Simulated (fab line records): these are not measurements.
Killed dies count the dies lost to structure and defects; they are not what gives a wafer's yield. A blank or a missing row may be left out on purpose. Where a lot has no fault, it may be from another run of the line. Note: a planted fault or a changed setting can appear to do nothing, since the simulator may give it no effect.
Comparing a struck lot with a sound one :: flow nand-harc :: 14 out of 1159 route steps
Sound: wafers L864.1, L864.5, L864.6. Wafers struck: L865.2, L865.3, L865.6. The cause comes at the end.
Per side, at each step with rows, come the tool, then ch with its chambers, and then its first start. Under that, the readings that differ: sound wafers :: struck wafers :: difference of the means :: sigmas: that difference in standard deviations of wafers without a fault.
alike: a reading whose means differ by less than 2 such deviations, as well as words and numbers matching on both sides. not compared: withheld readings; readings where some wafer has no value; bounds like >300 that might hide an equal value; numbers whose values overlap and for which the record gives no deviation.
The two part at a step that has a row with sigmas, a row that says differs or no value, or rows on one side only. Numbers that don't overlap but have no deviation are shown without sigmas and don't part them. A reading missing from all wafers of one side parts the sides only when that side holds two or more wafers.

NHARC_A_ZERO_WELL_INSPECT_17:
  sound on defect-inspect-01, day 7 22:58; struck on defect-inspect-01, day 8 06:16
  alike: raw-defect-count
then, 3 steps without rows for these wafers: NHARC_A_SOURCE_PLATE_PRECLEAN_00 (cleans in HF-LAST, time 60 s); NHARC_A_SOURCE_PLATE_SRD_01; NHARC_A_SOURCE_PLATE_OXIDE_02 (material SiO2, target thk 10 nm, ox time 1362 s).
NHARC_A_SOURCE_PLATE_THK_MEAS_09: measures by ellipsometry.
  sound on film-metro-01, day 8 06:25; struck on film-metro-02, day 8 13:38
  alike: thk-nm
then, 3 steps without rows for these wafers: NHARC_A_SOURCE_PLATE_PVD_04 (deposits WSi2, target thk 50 nm); NHARC_A_SOURCE_PLATE_CVD_03 (deposits poly-Si, target thk 200 nm, time 4000 s); NHARC_A_SOURCE_PLATE_ANNEAL_05 (time 1800 s).
NHARC_A_SOURCE_PLATE_THK_MEAS_06: measures by ellipsometry.
  sound on film-metro-01, day 8 20:03; struck on film-metro-02, day 9 09:02
  alike: thk-nm
NHARC_A_SOURCE_PLATE_INSPECT_08:
  sound on defect-inspect-02, day 8 20:07; struck on defect-inspect-01, day 9 09:05
  alike: raw-defect-count
NHARC_A_ONON_D1_DEP_00: target thk 1000 nm.
  sound on pecvd-onon-02 ch 0, day 8 20:11; struck on pecvd-onon-02 ch 0, day 9 09:13
  alike: n2-flow-sccm
NHARC_A_ONON_D1_THK_MEAS_02: measures by ellipsometry.
  sound on film-metro-01, day 8 20:41; struck on film-metro-02, day 9 09:40
reading: thk-nm (nm)
sound: 975 977 974
struck: 585 587 586
difference: -389
sigmas: -40
then NHARC_A_ONON_D1_DEP_03 (target thk 1000 nm), 1 step lacking rows for these wafers.
-- break in the record here, with 15 days between the starts of the struck wafers on either side (left off in module A_ONON_D1, picked up again in module END, where the first step shown is number 1159 on the route) --
NHARC_END_SORT_01:
  here the record holds rows for the struck wafers (prober-02 ch 0, day 24 12:17) but none for the sound ones

WHERE THEY PART
At NHARC_A_ONON_D1_THK_MEAS_02 first; at NHARC_END_SORT_01 last (within this record only).

WHY: what had been put in by the simulator
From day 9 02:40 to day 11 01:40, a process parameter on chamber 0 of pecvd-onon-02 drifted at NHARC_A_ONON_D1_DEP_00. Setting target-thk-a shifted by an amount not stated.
